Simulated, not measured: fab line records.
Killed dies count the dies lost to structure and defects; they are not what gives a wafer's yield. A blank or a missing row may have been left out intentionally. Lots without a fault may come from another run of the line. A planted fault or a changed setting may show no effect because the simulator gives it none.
Problem report in the 8D (eight disciplines) form, filled by code / flow n5 finfet / the parts of the form that need people (team, actions taken, sign-off) are left out

== 1. WHAT IS WRONG ==
Mean of spin speed rpm at N5_HKMG_FIN_COAT_43: 1581.8 rpm across 6 wafers in 2 lots; on wafers with no fault it is 1499.8 rpm (standard deviation 0.82). That is +99 or more standard deviations from the usual mean.
The step: resist thk 90 nm.
First seen on wafer L420.4, day 8 08:28, on litho track-04. The record holds 32 wafers of 11 lots with a number at this step. By rule, "out" or "out of limits" means more than 4 standard deviations away from the usual mean. The rest of the wafers with a number are treated as sound.

== 2. WHAT IT IS, AND WHAT IT ISN'T ==
question=which readings at this step | is=spin speed rpm | is not=-
question=which lots | is=L420, L422 | is not=L403, L404, L405, L406, L407, L408, L409, L418, L423
question=which wafers of those lots | is=all that have a number | is not=-
question=read on which tools | is=litho track-04 | is not=litho track-02, litho track-03
question=when | is=from day 8 08:28 | is not=up to then (23 sound wafers); but 3 sound wafers of L423 came after

== 3. WHAT RULES OUT EACH SUSPECT ==
Counting: a tool at a process step up to the reading stays a suspect if it ran every lot that is out and no sound lot after the first of them.
- litho track-04 at N5_HKMG_FIN_COAT_43 (resist thk 90 nm): kept. It ran every lot that is out, first L420 (day 8 08:28), and no sound lot after that; its last sound lot up to then is L403 (day 4 05:49). Its own spin speed rpm readings are out on those wafers.
Remaining after the count: litho track-04 at N5_HKMG_FIN_COAT_43.

== 4. THE CAUSE (what the simulator had put in) ==
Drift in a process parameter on litho track-04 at N5_HKMG_FIN_COAT_43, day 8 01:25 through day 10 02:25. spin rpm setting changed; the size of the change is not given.
After counting, this tool was the only one left.

== 5. THE CHAIN OF EFFECTS, in route order ==
Each row: a reading whose mean over the struck wafers that have a number lies more than 3 standard deviations from the usual. Readings are gone through only where the record gives a usual standard deviation; hours: the median, over the lots, of the time from a lot's start at the first step in this table giving one to that lot's start at this step; sigmas: the change measured in usual standard deviations.
hours=0; step=N5_HKMG_FIN_COAT_43; reading=spin speed rpm; usual=1499.8 rpm; on struck wafers=1581.8; change=+82.0; sigmas=+99 or more
Process steps it contains:
- N5_HKMG_FIN_COAT_43: resist thk 90 nm.
Later measuring or inspecting steps at which every struck wafer that the step has a row for has a number for every such reading, and none has moved that far: N5_BEOL_M4_RC_MEAS_101.

== 6. WHAT WOULD HAVE CAUGHT IT SOONER ==
The fault began at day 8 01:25; the first out-of-limits reading in this record came at day 8 08:28, 7 hours later.
